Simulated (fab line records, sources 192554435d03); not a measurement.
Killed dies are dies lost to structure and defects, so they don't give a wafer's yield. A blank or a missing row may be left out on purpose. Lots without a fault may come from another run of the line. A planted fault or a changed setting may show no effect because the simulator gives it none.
fab line records | flow n5_finfet
record lots=5 wafers=15 last_day=16
route steps=1938 shown BEOL_M11@1559
lots that met no fault: from a run of the same line without faults
start_h: hours from the record's first day to the start of the lot's first wafer shown | wait_h: hours since the lot's step before | " the same as in the row above | L1.1+2: a row that stands for several wafers | - no value, or no start given | * or withheld: withheld | < > ~ a bound
route shown NAME@n: a module of which the file shows steps, and the number in the route of the first | usual: mean/standard deviation of fault-free wafers | same: alike in all rows | chamber/n: place in a boat | sites: the reading at each site | _std_site: their standard deviation | _edge_site: outer sites' mean less inner sites' | radius_mm: how far each site lies from the wafer's centre | mask NAME#n: copy n | behind: the tool/chamber that last shaped the wafer | hold: why the lot was held/for how many hours/how that ended | device: the transistor (n, p or np) that didn't switch | end of line: the same wafers' tests at the end of the route | a step without rows: its recipe alone | killed: dies lost to structure and defects at the first sort, not the wafer's yield | map: a wafer's dies, x killed, . not, _ none there
set.NAME: the setting as run; set.NAME@STEP: as run at that earlier step | model.NAME: the simulator's own value behind a step, which no gauge read
lots at some steps of the route; a table a step, a row a wafer
services: from which hour (start_h, from the record's first day; less than 0 if before it) a tool's chamber was out of use, for how many hours, and why
## steps
# step N5_BEOL_M11_CD_MEAS_18
# recipe pitch_nm=140 target_cd_nm=70
# usual cd_nm=70.2/0.55
# columns lot.wafer tool chamber start_h wait_h cd_nm
L084.1 cd_sem-03 - 289.33 0.0 68.8
L084.2 " - " " 69.7
L084.6 " - " " 69.8
L083.2 cd_sem-01 - 289.57 0.1 69.4
L083.3 " - " " 69.3
L083.4 " - " " 69.2
L088.1 cd_sem-03 - 304.59 0.0 70.8
L088.4 " - " " 70.7
L088.6 " - " " 70.4
L087.1 cd_sem-03 - 304.75 0.0 69.6
L087.2 " - " " 69.9
L087.5 " - " " 70.0
L092.1 cd_sem-02 - 336.84 0.0 70.3
L092.3 " - " " 71.3
L092.5 " - " " 70.4
# step N5_BEOL_M11_COAT_63
# recipe resist=SOC temp_c=250 time_s=60 spin_rpm=1500 resist_thk_nm=100
# usual plate_temp_C=250.02/0.18 resist_line_temp_C=23.00/0.11
# columns lot.wafer tool chamber start_h wait_h plate_temp_C resist_line_temp_C
L084.1 litho_track-01 0 289.41 0.1 249.92 23.00
L084.2 " 0 " " 249.90 22.80
L084.6 " 0 " " 249.99 23.03
L083.2 litho_track-05 0 289.60 0.0 250.26 23.02
L083.3 " 0 " " 250.27 23.13
L083.4 " 0 " " 250.22 23.00
L088.1 litho_track-03 0 305.66 1.1 249.67 23.17
L088.4 " 0 " " 249.84 23.11
L088.6 " 0 " " 250.10 23.06
L087.1 litho_track-05 0 305.67 0.9 250.08 23.03
L087.2 " 0 " " 250.05 23.07
L087.5 " 0 " " 250.36 22.99
L092.1 litho_track-03 0 340.52 3.7 250.23 22.71
L092.3 " 0 " " 250.35 22.83
L092.5 " 0 " " 250.12 22.88
# step N5_BEOL_M11_COAT_64
# recipe resist=SiARC temp_c=220 time_s=60 spin_rpm=1500 resist_thk_nm=30
# usual plate_temp_C=219.99/0.18 resist_line_temp_C=23.03/0.1
# columns lot.wafer tool chamber start_h wait_h plate_temp_C resist_line_temp_C
L084.1 litho_track-01 0 - - 220.18 23.07
L084.2 " 0 " " 219.90 23.16
L084.6 " 0 " " 220.14 23.08
L083.2 litho_track-05 0 - - 219.97 23.02
L083.3 " 0 " " 220.12 23.06
L083.4 " 0 " " 220.22 23.04
L088.1 litho_track-03 0 - - 220.02 22.98
L088.4 " 0 " " 219.81 23.07
L088.6 " 0 " " 219.97 23.13
L087.1 litho_track-05 0 - - 220.01 22.97
L087.2 " 0 " " 220.12 22.89
L087.5 " 0 " " 220.04 23.10
L092.1 litho_track-03 0 - - 219.96 23.04
L092.3 " 0 " " 220.33 23.08
L092.5 " 0 " " 219.85 23.04
# step N5_BEOL_M11_COAT_22
# recipe resist=CAR-ArF spin_rpm=1500 resist_thk_nm=90
# usual resist_line_temp_C=22.97/0.097
# columns lot.wafer tool chamber start_h wait_h resist_line_temp_C
L084.1 litho_track-01 0 - - 22.95
L084.2 " 0 " " 23.02
L084.6 " 0 " " 22.99
L083.2 litho_track-05 0 - - 23.10
L083.3 " 0 " " 22.93
L083.4 " 0 " " 23.15
L088.1 litho_track-03 0 - - 22.87
L088.4 " 0 " " 23.00
L088.6 " 0 " " 22.87
L087.1 litho_track-05 0 - - 22.92
L087.2 " 0 " " 22.90
L087.5 " 0 " " 23.07
L092.1 litho_track-03 0 - - 23.05
L092.3 " 0 " " 22.99
L092.5 " 0 " " 22.94
# step N5_BEOL_M11_EBR_24
# recipe solvent=PGMEA ebr_width_mm=1.5
# usual resist_line_temp_C=23.04/0.1
# columns lot.wafer tool chamber start_h wait_h resist_line_temp_C
L084.1 litho_track-01 0 - - 22.96
L084.2 " 0 " " 23.01
L084.6 " 0 " " 23.03
L083.2 litho_track-05 0 - - 23.19
L083.3 " 0 " " 22.86
L083.4 " 0 " " 23.04
L088.1 litho_track-03 0 - - 22.99
L088.4 " 0 " " 23.00
L088.6 " 0 " " 22.97
L087.1 litho_track-05 0 - - 23.12
L087.2 " 0 " " 23.29
L087.5 " 0 " " 23.19
L092.1 litho_track-03 0 - - 23.04
L092.3 " 0 " " 22.98
L092.5 " 0 " " 23.05
# step N5_BEOL_M11_SOFTBAKE_23
# recipe temp_c=110 time_s=60 resist=CAR-ArF
# usual plate_temp_C=109.99/0.13 resist_line_temp_C=22.99/0.11
# columns lot.wafer tool chamber start_h wait_h plate_temp_C resist_line_temp_C
L084.1 litho_track-01 0 - - 109.99 22.88
L084.2 " 0 " " 109.91 22.84
L084.6 " 0 " " 110.07 22.92
L083.2 litho_track-05 0 - - 110.13 22.98
L083.3 " 0 " " 110.01 22.99
L083.4 " 0 " " 109.98 23.15
L088.1 litho_track-03 0 - - 109.91 23.09
L088.4 " 0 " " 109.89 22.94
L088.6 " 0 " " 109.80 23.02
L087.1 litho_track-05 0 - - 109.93 22.98
L087.2 " 0 " " 109.96 23.09
L087.5 " 0 " " 109.96 22.98
L092.1 litho_track-03 0 - - 109.90 22.95
L092.3 " 0 " " 109.99 23.00
L092.5 " 0 " " 109.78 22.92
# step N5_BEOL_M11_EXPOSE_25
# recipe mask_id=V10 na=1.35 source_shape=annular sigma_inner=0.5 sigma_outer=0.8 polarization=unpolarized dose_mj=85.5
# columns lot.wafer tool chamber start_h wait_h mask
L084.1+2+6 arfi_scanner-03 0 289.53 - V10#0
L083.2+3+4 arfi_scanner-02 0 289.85 - V10#0
L088.1+4+6 arfi_scanner-03 0 305.78 - V10#0
L087.1+2+5 arfi_scanner-02 0 305.95 - V10#0
L092.1+3+5 arfi_scanner-03 0 340.76 - V10#0
# step N5_BEOL_M11_PEB_26
# recipe peb_temp_c=withheld peb_time_s=60 resist=CAR-ArF
# usual resist_line_temp_C=23.03/0.1
# same peb_time_s=60
# columns lot.wafer tool chamber start_h wait_h resist_line_temp_C
L084.1 litho_track-01 0 289.60 0.1 23.26
L084.2 " 0 " " 23.20
L084.6 " 0 " " 23.13
L083.2 litho_track-05 0 289.91 0.1 23.03
L083.3 " 0 " " 23.01
L083.4 " 0 " " 23.06
L088.1 litho_track-03 0 305.84 0.1 23.16
L088.4 " 0 " " 23.09
L088.6 " 0 " " 23.12
L087.1 litho_track-03 0 306.01 0.1 22.91
L087.2 " 0 " " 23.00
L087.5 " 0 " " 22.97
L092.1 litho_track-01 0 340.82 0.1 23.03
L092.3 " 0 " " 22.94
L092.5 " 0 " " 22.98
# step N5_BEOL_M11_DEVELOP_27
# recipe develop_time_s=30 developer=TMAH resist=CAR-ArF rinse_liquid=diw dry=air_spin dev_temp_c=23
# usual resist_line_temp_C=23.02/0.081
# same develop_time_s=30
# columns lot.wafer tool chamber start_h wait_h resist_line_temp_C
L084.1 litho_track-01 0 - - 22.90
L084.2 " 0 " " 22.91
L084.6 " 0 " " 22.98
L083.2 litho_track-05 0 - - 22.93
L083.3 " 0 " " 22.93
L083.4 " 0 " " 23.05
L088.1 litho_track-03 0 - - 23.02
L088.4 " 0 " " 23.00
L088.6 " 0 " " 23.23
L087.1 litho_track-03 0 - - 23.17
L087.2 " 0 " " 22.97
L087.5 " 0 " " 23.04
L092.1 litho_track-01 0 - - 22.93
L092.3 " 0 " " 22.96
L092.5 " 0 " " 23.00
# step N5_BEOL_M11_CD_MEAS_28
# recipe target_cd_nm=70 landing_energy_ev=500 detector=se_inlens polarity=opening
# usual cd_nm=70.8/1.1
# columns lot.wafer tool chamber start_h wait_h cd_nm
L084.1 cd_sem-03 0 289.66 - 71.2
L084.2 " 0 " " 72.4
L084.6 " 0 " " 72.5
L083.2 cd_sem-01 0 289.98 - 72.3
L083.3 " 0 " " 70.9
L083.4 " 0 " " 70.4
L088.1 cd_sem-02 0 305.91 - 69.9
L088.4 " 0 " " 70.2
L088.6 " 0 " " 72.1
L087.1 cd_sem-02 0 306.08 - 70.6
L087.2 " 0 " " 69.8
L087.5 " 0 " " 69.6
L092.1 cd_sem-03 0 340.89 - 69.7
L092.3 " 0 " " 71.2
L092.5 " 0 " " 71.4
# step N5_BEOL_M11_OVL_MEAS_29
# recipe points_per_wafer=44
# usual V10_OVL=0.0/0.73
# columns lot.wafer tool chamber start_h wait_h V10_OVL[nm]
L084.1 overlay-01 0 289.69 0.0 0.3
L084.2 " 0 " " 0.7
L084.6 " 0 " " 1.2
L083.2 overlay-01 0 290.01 0.0 -0.7
L083.3 " 0 " " -0.2
L083.4 " 0 " " -1.0
L088.1 overlay-02 0 305.94 0.0 0.2
L088.4 " 0 " " 0.4
L088.6 " 0 " " 0.2
L087.1 overlay-02 0 306.11 0.0 -0.6
L087.2 " 0 " " -0.3
L087.5 " 0 " " -1.0
L092.1 overlay-01 0 340.92 0.0 1.2
L092.3 " 0 " " 1.3
L092.5 " 0 " " 0.5
# step N5_BEOL_M11_INSPECT_30
# recipe mode=adi inspect_instrument=brightfield
# usual raw_defect_count=395/81
# columns lot.wafer tool chamber start_h wait_h raw_defect_count
L084.1 defect_inspect-01 - 289.72 0.0 481
L084.2 " - " " 460
L084.6 " - " " 378
L083.2 defect_inspect-01 - 290.03 0.0 326
L083.3 " - " " 500
L083.4 " - " " 527
L088.1 defect_inspect-01 - 305.97 0.0 461
L088.4 " - " " 391
L088.6 " - " " 326
L087.1 defect_inspect-02 - 306.13 0.0 382
L087.2 " - " " 490
L087.5 " - " " 525
L092.1 defect_inspect-02 - 340.95 0.0 505
L092.3 " - " " 260
L092.5 " - " " 580
# step N5_BEOL_M11_DESCUM_33
# recipe chemistry=O2 time_s=7.9 source_power_w=50 bias_power_w=20 pressure_mtorr=20 rf_frequency_hz=2.712e+07 temp_c=40 resist=CAR-ArF o2_flow_sccm=225
# usual drypump_motor_current_A=5.9/0.53 oes_product_au=0.83/0.084 rf_fwd_power_W=49.35/0.29 rf_vpp_V=243.1/1.4 showerhead_plenum_p_Torr=2.10/0.074 throttle_valve_pct=20.37/0.2
# columns lot.wafer tool chamber start_h wait_h drypump_motor_current_A oes_product_au rf_fwd_power_W rf_hours_counter_h rf_vpp_V showerhead_plenum_p_Torr throttle_valve_pct
L084.1 rie_diel-02 0 289.75 0.0 5.0 0.95 49.55 23 246.9 2.21 20.11
L084.2 " 2 " " 6.8 0.80 49.02 106 243.1 2.10 20.71
L084.6 " 2 " " 6.8 0.80 49.18 - 244.1 2.10 20.70
L083.2 rie_diel-05 0 290.06 0.0 5.5 0.69 48.77 240 242.6 2.14 20.38
L083.3 " 2 " " 6.5 0.86 49.65 66 242.4 2.05 20.47
L083.4 " 1 " " 5.6 0.74 49.27 169 241.1 2.01 20.39
L088.1 rie_diel-05 0 306.00 0.0 5.5 0.69 49.20 245 245.1 2.14 20.38
L088.4 " 1 " " 5.6 0.75 49.13 173 240.9 2.01 20.39
L088.6 " 3 " " 6.4 0.76 49.11 - 240.1 2.01 20.38
L087.1 rie_diel-04 1 306.17 0.0 5.3 0.91 49.38 18 243.4 2.12 19.93
L087.2 " 2 " " 5.7 1.00 48.80 3 242.7 2.15 20.06
L087.5 " 2 " " 5.7 0.98 49.03 - 243.3 2.15 20.03
L092.1 rie_diel-02 2 340.98 0.0 6.7 0.78 49.11 123 243.0 2.09 20.72
L092.3 " 1 " " 6.2 0.86 49.76 46 241.5 2.03 20.30
L092.5 " 3 " " 6.4 0.74 49.00 - 242.4 2.07 20.53
# step N5_BEOL_M11_ETCH_65
# recipe chemistry=CF4 target=SiARC target_depth_a=390 mask_material=CAR-ArF time_s=65 ion_energy_ev=80 pressure_mtorr=40 source_w=545 bias_w=36 Ar_flow_sccm=100 cf4_flow_sccm=100 ends=cleared
# usual cf4_flow_sccm=100.05/0.3 drypump_motor_current_A=5.9/0.53 etch_rf_on_time_s=65.4/1.7 oes_product_au=0.70/0.073 rf_fwd_power_W=538/3.1 rf_vpp_V=184.0/1.2 showerhead_plenum_p_Torr=2.15/0.069 throttle_valve_pct=15.55/0.22
# columns lot.wafer tool chamber start_h wait_h cf4_flow_sccm drypump_motor_current_A etch_rf_on_time_s oes_product_au rf_fwd_power_W rf_hours_counter_h rf_vpp_V showerhead_plenum_p_Torr throttle_valve_pct
L084.1 rie_diel-02 0 289.79 0.0 99.74 5.0 61.8 0.82 542 23 185.5 2.26 15.31
L084.2 " 2 " " 99.98 6.8 67.7 0.66 535 107 186.1 2.16 15.94
L084.6 " 2 " " 100.15 6.7 67.5 0.67 535 - 185.2 2.16 15.95
L083.2 rie_diel-05 0 290.10 0.0 100.23 5.4 64.0 0.60 536 240 185.3 2.19 15.64
L083.3 " 2 " " 100.16 6.5 66.8 0.72 541 66 182.4 2.10 15.63
L083.4 " 1 " " 99.77 5.6 65.3 0.64 538 169 182.9 2.06 15.56
L088.1 rie_diel-05 0 306.04 0.0 99.82 5.4 64.4 0.58 535 245 183.6 2.19 15.64
L088.4 " 1 " " 100.44 5.6 65.4 0.63 539 173 183.3 2.06 15.57
L088.6 " 3 " " 99.60 6.4 66.8 0.65 533 - 183.4 2.05 15.55
L087.1 rie_diel-04 1 306.20 0.0 100.46 5.3 64.9 0.78 538 18 185.1 2.19 15.20
L087.2 " 2 " " 99.58 5.7 62.3 0.86 533 3 185.6 2.19 15.19
L087.5 " 2 " " 99.81 5.7 62.8 0.85 536 - 184.2 2.19 15.21
L092.1 rie_diel-02 2 341.02 0.0 100.50 6.7 67.6 0.66 533 123 183.5 2.15 15.99
L092.3 " 1 " " 100.01 6.2 67.2 0.71 542 47 183.3 2.10 15.55
L092.5 " 3 " " 99.70 6.5 66.9 0.62 541 - 183.4 2.12 15.79
# step N5_BEOL_M11_ETCH_66
# recipe chemistry=N2/H2 target=SOC target_depth_a=1200 overetch_a=240 mask_material=SiARC temp_c=40 time_s=180 ion_energy_ev=200 pressure_mtorr=30 source_w=840 bias_w=150 n2_flow_sccm=200 h2_flow_sccm=200
# usual drypump_motor_current_A=5.9/0.53 oes_product_au=0.67/0.065 rf_fwd_power_W=836.5/2.8 rf_vpp_V=524.0/2.6 showerhead_plenum_p_Torr=2.55/0.085 throttle_valve_pct=17.76/0.24
# columns lot.wafer tool chamber start_h wait_h drypump_motor_current_A oes_product_au rf_fwd_power_W rf_hours_counter_h rf_vpp_V showerhead_plenum_p_Torr throttle_valve_pct
L084.1 rie_diel-02 0 289.84 0.0 5.0 0.75 838.7 23 527.6 2.69 17.53
L084.2 " 2 " " 6.8 0.64 838.2 107 525.3 2.56 18.11
L084.6 " 2 " " 6.8 0.65 833.4 - 524.7 2.56 18.10
L083.2 rie_diel-05 0 290.15 0.0 5.5 0.55 835.3 240 524.2 2.61 17.99
L083.3 " 2 " " 6.5 0.69 841.9 66 522.1 2.48 17.71
L083.4 " 1 " " 5.6 0.60 835.4 169 520.9 2.43 17.74
L088.1 rie_diel-05 0 306.09 0.0 5.4 0.55 838.7 245 525.2 2.61 17.99
L088.4 " 1 " " 5.6 0.60 835.3 173 521.2 2.43 17.75
L088.6 " 3 " " 6.3 0.62 833.1 - 521.9 2.44 17.84
L087.1 rie_diel-04 1 306.25 0.0 5.4 0.72 837.1 18 526.4 2.60 17.59
L087.2 " 2 " " 5.7 0.79 837.8 3 525.4 2.59 17.34
L087.5 " 2 " " 5.7 0.79 836.6 - 524.7 2.59 17.34
L092.1 rie_diel-02 2 341.07 0.0 6.7 0.63 832.8 123 524.0 2.55 18.16
L092.3 " 1 " " 6.2 0.68 836.7 47 521.3 2.48 17.90
L092.5 " 3 " " 6.5 0.59 836.9 - 524.4 2.52 17.97
# step N5_BEOL_M11_STRIP_69
# recipe chemistry=N2/H2 temp_c=40 n2_flow_sccm=200 h2_flow_sccm=200 rf_frequency_hz=6e+07
# columns lot.wafer tool chamber start_h wait_h
L084.1+2+6 rie_diel-02 0,2,2 289.95 0.1
L083.2+3+4 rie_diel-05 0,2,1 290.26 0.1
L088.1+4+6 rie_diel-05 0,1,3 306.20 0.1
L087.1+2+5 rie_diel-04 1,2,2 306.37 0.1
L092.1+3+5 rie_diel-02 2,1,3 341.18 0.1
# step N5_BEOL_M11_VIA_ETCH_34
# recipe chemistry=C4F6/O2 target=SiCOH_lowk target_depth_a=1845 mask_material=SOC taper_deg=4 time_s=69.2 ion_energy_ev=250 pressure_mtorr=30 source_w=345 bias_w=185 Ar_flow_sccm=300 C4F6_flow_sccm=10 O2_flow_sccm=10
# usual drypump_motor_current_A=5.9/0.53 oes_product_au=0.82/0.085 rf_fwd_power_W=341.8/1.6 rf_vpp_V=658/9.2 showerhead_plenum_p_Torr=2.85/0.092 throttle_valve_pct=20.84/0.22
# columns lot.wafer tool chamber start_h wait_h drypump_motor_current_A oes_product_au rf_fwd_power_W rf_hours_counter_h rf_vpp_V showerhead_plenum_p_Torr throttle_valve_pct
L084.1 rie_diel-02 0 289.96 0.0 5.1 0.95 341.0 23 665 2.99 20.51
L084.2 " 2 " " 6.7 0.78 339.5 107 655 2.86 21.24
L084.6 " 2 " " 6.7 0.78 340.3 - 654 2.86 21.24
L083.2 rie_diel-05 0 290.27 0.0 5.4 0.69 339.4 240 661 2.91 20.85
L083.3 " 2 " " 6.5 0.85 342.7 66 649 2.79 20.93
L083.4 " 1 " " 5.6 0.74 343.9 169 645 2.74 20.82
L088.1 rie_diel-05 0 306.21 0.0 5.4 0.68 340.6 245 659 2.91 20.85
L088.4 " 1 " " 5.6 0.73 343.2 173 647 2.73 20.83
L088.6 " 3 " " 6.4 0.76 342.0 - 669 2.72 20.77
L087.1 rie_diel-04 1 306.38 0.0 5.3 0.91 338.0 18 665 2.91 20.57
L087.2 " 2 " " 5.7 1.00 340.4 4 667 2.93 20.61
L087.5 " 2 " " 5.7 1.00 340.9 - 667 2.93 20.62
L092.1 rie_diel-02 2 341.19 0.0 6.7 0.77 341.3 123 655 2.86 21.26
L092.3 " 1 " " 6.1 0.83 345.1 47 667 2.80 20.98
L092.5 " 3 " " 6.5 0.73 342.5 - 660 2.83 21.09
# step N5_BEOL_M11_STRIP_73
# recipe chemistry=C4F6/O2 resist=SiARC rf_frequency_hz=6e+07
# columns lot.wafer tool chamber start_h wait_h
L084.1+2+6 rie_diel-02 0,2,2 290.01 0.0
L083.2+3+4 rie_diel-05 0,2,1 290.32 0.0
L088.1+4+6 rie_diel-05 0,1,3 306.26 0.0
L087.1+2+5 rie_diel-04 1,2,2 306.43 0.0
L092.1+3+5 rie_diel-02 2,1,3 341.24 0.0
# step N5_BEOL_M11_STRIP_36
# recipe chemistry=N2/H2 power_w=450 temp_c=40 pressure_mtorr=20 rf_frequency_hz=6e+07 overash_fraction=0.3 bias_power_w=7 h2_frac=0.5 n2_flow_sccm=200 h2_flow_sccm=200
# usual drypump_motor_current_A=5.9/0.53 oes_product_au=0.82/0.086 rf_vpp_V=58.9/2 showerhead_plenum_p_Torr=2.54/0.085 throttle_valve_pct=23.6/0.31
# columns lot.wafer tool chamber start_h wait_h drypump_motor_current_A oes_product_au rf_hours_counter_h rf_vpp_V showerhead_plenum_p_Torr throttle_valve_pct
L084.1 rie_diel-02 0 290.02 0.0 5.1 0.94 23 60.1 2.69 23.3
L084.2 " 2 " " 6.7 0.81 107 56.6 2.55 24.0
L084.6 " 2 " " 6.7 0.80 - 60.6 2.55 24.0
L083.2 rie_diel-05 0 290.33 0.0 5.5 0.70 240 58.8 2.61 23.9
L083.3 " 2 " " 6.5 0.85 66 59.3 2.47 23.4
L083.4 " 1 " " 5.6 0.74 169 59.5 2.43 23.5
L088.1 rie_diel-05 0 306.27 0.0 5.4 0.69 245 54.3 2.61 24.0
L088.4 " 1 " " 5.6 0.73 173 60.5 2.43 23.5
L088.6 " 3 " " 6.3 0.77 - 56.5 2.44 23.8
L087.1 rie_diel-04 1 306.44 0.0 5.3 0.90 18 59.2 2.60 23.6
L087.2 " 2 " " 5.7 0.99 4 61.5 2.59 23.1
L087.5 " 2 " " 5.7 1.00 - 60.3 2.59 23.1
L092.1 rie_diel-02 2 341.25 0.0 6.7 0.79 123 58.0 2.55 24.0
L092.3 " 1 " " 6.2 0.88 47 57.7 2.48 24.0
L092.5 " 3 " " 6.4 0.74 - 57.7 2.52 23.6
# step N5_BEOL_M11_TRENCH_ETCH_37
# recipe chemistry=C4F6/O2 target_depth_a=1488.3 target=SiCOH_lowk time_s=48 ion_energy_ev=250 pressure_mtorr=30 source_w=345 bias_w=185 Ar_flow_sccm=300 C4F6_flow_sccm=10 O2_flow_sccm=10
# usual drypump_motor_current_A=5.9/0.53 oes_product_au=0.82/0.086 rf_fwd_power_W=341.0/1.8 rf_vpp_V=658/9.3 showerhead_plenum_p_Torr=2.85/0.092 throttle_valve_pct=20.87/0.22
# columns lot.wafer tool chamber start_h wait_h drypump_motor_current_A oes_product_au rf_fwd_power_W rf_hours_counter_h rf_vpp_V showerhead_plenum_p_Torr throttle_valve_pct
L084.1 rie_diel-02 0 - - 5.0 0.94 342.3 23 665 2.99 20.56
L084.2 " 2 " " 6.8 0.78 341.3 107 653 2.86 21.27
L084.6 " 2 " " 6.7 0.78 338.4 - 653 2.86 21.27
L083.2 rie_diel-05 0 - - 5.4 0.69 339.7 240 661 2.91 20.89
L083.3 " 2 " " 6.5 0.85 343.0 66 647 2.79 20.95
L083.4 " 1 " " 5.6 0.74 342.1 169 646 2.74 20.85
L088.1 rie_diel-05 0 - - 5.5 0.69 339.5 245 660 2.91 20.88
L088.4 " 1 " " 5.6 0.74 341.9 173 644 2.73 20.85
L088.6 " 3 " " 6.3 0.77 337.0 - 668 2.72 20.80
L087.1 rie_diel-04 1 - - 5.3 0.90 339.9 18 664 2.91 20.58
L087.2 " 2 " " 5.7 1.00 339.2 4 667 2.93 20.64
L087.5 " 2 " " 5.7 0.99 339.3 - 668 2.93 20.64
L092.1 rie_diel-02 2 - - 6.7 0.76 337.9 123 654 2.86 21.29
L092.3 " 1 " " 6.2 0.83 344.6 47 669 2.80 21.01
L092.5 " 3 " " 6.5 0.71 340.5 - 659 2.83 21.11
# step N5_BEOL_M11_ETCH_41
# recipe chemistry=CH3F/O2 target=SiCN target_depth_a=426 taper_deg=2 time_s=86 ion_energy_ev=120 mask_material=TiN pressure_mtorr=30 source_w=395 bias_w=75 Ar_flow_sccm=150 CH3F_flow_sccm=30 O2_flow_sccm=20
# usual drypump_motor_current_A=5.9/0.53 oes_product_au=0.82/0.085 rf_fwd_power_W=391.8/1.5 rf_vpp_V=297.4/1.7 showerhead_plenum_p_Torr=2.01/0.068 throttle_valve_pct=16.24/0.21
# columns lot.wafer tool chamber start_h wait_h drypump_motor_current_A oes_product_au rf_fwd_power_W rf_hours_counter_h rf_vpp_V showerhead_plenum_p_Torr throttle_valve_pct
L084.1 rie_diel-02 0 - - 5.0 0.95 392.0 24 298.0 2.11 15.93
L084.2 " 2 " " 6.7 0.77 391.6 107 298.3 2.01 16.63
L084.6 " 2 " " 6.7 0.78 389.6 - 296.6 2.01 16.63
L083.2 rie_diel-05 0 - - 5.4 0.69 392.3 240 298.7 2.05 16.32
L083.3 " 2 " " 6.5 0.84 394.8 66 296.4 1.95 16.30
L083.4 " 1 " " 5.6 0.74 392.0 169 295.5 1.92 16.26
L088.1 rie_diel-05 0 - - 5.5 0.69 389.5 245 299.1 2.05 16.33
L088.4 " 1 " " 5.6 0.74 392.4 173 295.9 1.92 16.28
L088.6 " 3 " " 6.3 0.76 392.4 - 294.7 1.91 16.24
L087.1 rie_diel-04 1 - - 5.3 0.92 391.0 18 299.4 2.05 15.92
L087.2 " 2 " " 5.7 1.00 389.1 4 298.3 2.06 15.95
L087.5 " 2 " " 5.7 1.01 391.3 - 298.6 2.06 15.95
L092.1 rie_diel-02 2 - - 6.7 0.77 390.9 123 298.3 2.01 16.65
L092.3 " 1 " " 6.2 0.83 395.4 47 296.6 1.96 16.29
L092.5 " 3 " " 6.5 0.72 392.3 - 297.0 1.98 16.52
# step N5_BEOL_M11_STRIP_77
# recipe chemistry=N2/H2 time_s=10 power_w=450 temp_c=40 pressure_mtorr=20 rf_frequency_hz=6e+07 bias_power_w=7 n2_flow_sccm=200 h2_flow_sccm=200
# usual drypump_motor_current_A=5.9/0.53 oes_product_au=0.82/0.085 rf_vpp_V=59.1/0.94 showerhead_plenum_p_Torr=2.54/0.085 throttle_valve_pct=23.6/0.31
# columns lot.wafer tool chamber start_h wait_h drypump_motor_current_A oes_product_au rf_hours_counter_h rf_vpp_V showerhead_plenum_p_Torr throttle_valve_pct
L084.1 rie_diel-02 0 - - 5.1 0.94 24 58.7 2.69 23.4
L084.2 " 2 " " 6.7 0.80 107 59.4 2.55 24.0
L084.6 " 2 " " 6.8 0.80 - 58.9 2.55 24.0
L083.2 rie_diel-05 0 - - 5.4 0.69 240 59.7 2.61 24.0
L083.3 " 2 " " 6.5 0.85 66 58.5 2.47 23.5
L083.4 " 1 " " 5.6 0.75 169 58.3 2.43 23.6
L088.1 rie_diel-05 0 - - 5.5 0.68 245 60.0 2.61 23.9
L088.4 " 1 " " 5.6 0.73 173 60.7 2.43 23.5
L088.6 " 3 " " 6.3 0.76 - 58.9 2.44 23.8
L087.1 rie_diel-04 1 - - 5.4 0.91 18 59.7 2.60 23.6
L087.2 " 2 " " 5.7 0.99 4 60.1 2.59 23.1
L087.5 " 2 " " 5.7 0.99 - 59.1 2.59 23.1
L092.1 rie_diel-02 2 - - 6.7 0.79 123 59.8 2.55 24.0
L092.3 " 1 " " 6.2 0.85 47 59.2 2.48 24.0
L092.5 " 3 " " 6.5 0.74 - 57.5 2.52 23.6
# step N5_BEOL_M11_OCD_MEAS_38
# usual trench_depth_nm=147.7/2.9
# columns lot.wafer tool chamber start_h wait_h trench_depth_nm
L084.1 ocd-01 - 290.24 - 151.9
L084.2 " - " " 144.1
L084.6 " - " " 142.9
L083.2 ocd-02 - 290.56 - 148.7
L083.3 " - " " 145.1
L083.4 " - " " 147.2
L088.1 ocd-01 - 306.49 - 149.7
L088.4 " - " " 146.7
L088.6 " - " " 146.9
L087.1 ocd-01 - 306.66 - 148.7
L087.2 " - " " 152.7
L087.5 " - " " 152.1
L092.1 ocd-02 - 341.47 - 142.1
L092.3 " - " " 146.0
L092.5 " - " " 143.5
# step N5_BEOL_M11_HM_STRIP_39
# recipe chemistry=peroxide_tin_strip material=TiN target_depth_a=250 temp_c=50 time_s=158
# columns lot.wafer tool chamber start_h wait_h
L084.1+2+6 wet_bench-05 7,2,3 290.28 0.0
L083.2+3+4 wet_bench-04 0,7,3 290.59 0.0
L088.1+4+6 wet_bench-05 2,1,6 306.53 0.0
L087.1+2+5 wet_bench-04 5,6,1 306.69 0.0
L092.1+3+5 wet_bench-06 6,7,3 341.51 0.0
# step N5_BEOL_M11_SRD_40
# recipe time_s=30 temp_c=23 rinse_liquid=diw dry=ipa_marangoni
# columns lot.wafer tool chamber start_h wait_h
L084.1+2+6 wet_bench-05 7,2,3 290.32 0.0
L083.2+3+4 wet_bench-04 0,7,3 290.64 0.0
L088.1+4+6 wet_bench-05 2,1,6 306.57 0.0
L087.1+2+5 wet_bench-04 5,6,1 306.74 0.0
L092.1+3+5 wet_bench-06 6,7,3 341.56 0.0
# step N5_BEOL_M11_PRECLEAN_42
# recipe chemistry=residue_remover time_s=60 temp_c=40
# columns lot.wafer tool chamber start_h wait_h
L084.1+2+6 wet_bench-05 7,2,3 290.34 0.0
L083.2+3+4 wet_bench-04 0,7,3 290.66 0.0
L088.1+4+6 wet_bench-05 2,1,6 306.59 0.0
L087.1+2+5 wet_bench-04 5,6,1 306.76 0.0
L092.1+3+5 wet_bench-06 6,7,3 341.58 0.0
# step N5_BEOL_M11_SRD_43
# recipe time_s=30 temp_c=23 rinse_liquid=diw dry=ipa_marangoni
# columns lot.wafer tool chamber start_h wait_h
L084.1+2+6 wet_bench-05 7,2,3 290.36 0.0
L083.2+3+4 wet_bench-04 0,7,3 290.68 0.0
L088.1+4+6 wet_bench-05 2,1,6 306.61 0.0
L087.1+2+5 wet_bench-04 5,6,1 306.77 0.0
L092.1+3+5 wet_bench-06 6,7,3 341.59 0.0
# step N5_BEOL_M11_CD_MEAS_35
# recipe target_cd_nm=70 polarity=opening
# usual cd_nm=70.2/0.61
# columns lot.wafer tool chamber start_h wait_h cd_nm
L084.1 cd_sem-01 - 290.40 0.0 68.7
L084.2 " - " " 69.4
L084.6 " - " " 69.7
L083.2 cd_sem-03 - 290.72 0.0 69.1
L083.3 " - " " 69.5
L083.4 " - " " 69.4
L088.1 cd_sem-03 - 306.65 0.0 70.7
L088.4 " - " " 70.8
L088.6 " - " " 70.6
L087.1 cd_sem-01 - 306.81 0.0 69.3
L087.2 " - " " 70.1
L087.5 " - " " 70.1
L092.1 cd_sem-03 - 341.63 0.0 69.7
L092.3 " - " " 70.6
L092.5 " - " " 70.4
## services
# columns tool chamber start_h hours kind
wet_bench-04 - 285.82 1.6 repair
arfi_scanner-02 - 298.56 3.9 pm
rie_diel-02 0 324.30 6.3 repair
rie_diel-05 0 324.47 - clean
rie_diel-05 0 324.47 - consumable_replace:focus_ring
rie_diel-05 0 324.47 21.5 scheduled_down
rie_diel-05 0 324.47 21.5 vent_cycle
arfi_scanner-03 - 324.78 0.8 pm
arfi_scanner-02 - 327.58 3.1 pm
arfi_scanner-03 - 334.07 1.0 pm
## key
fault none
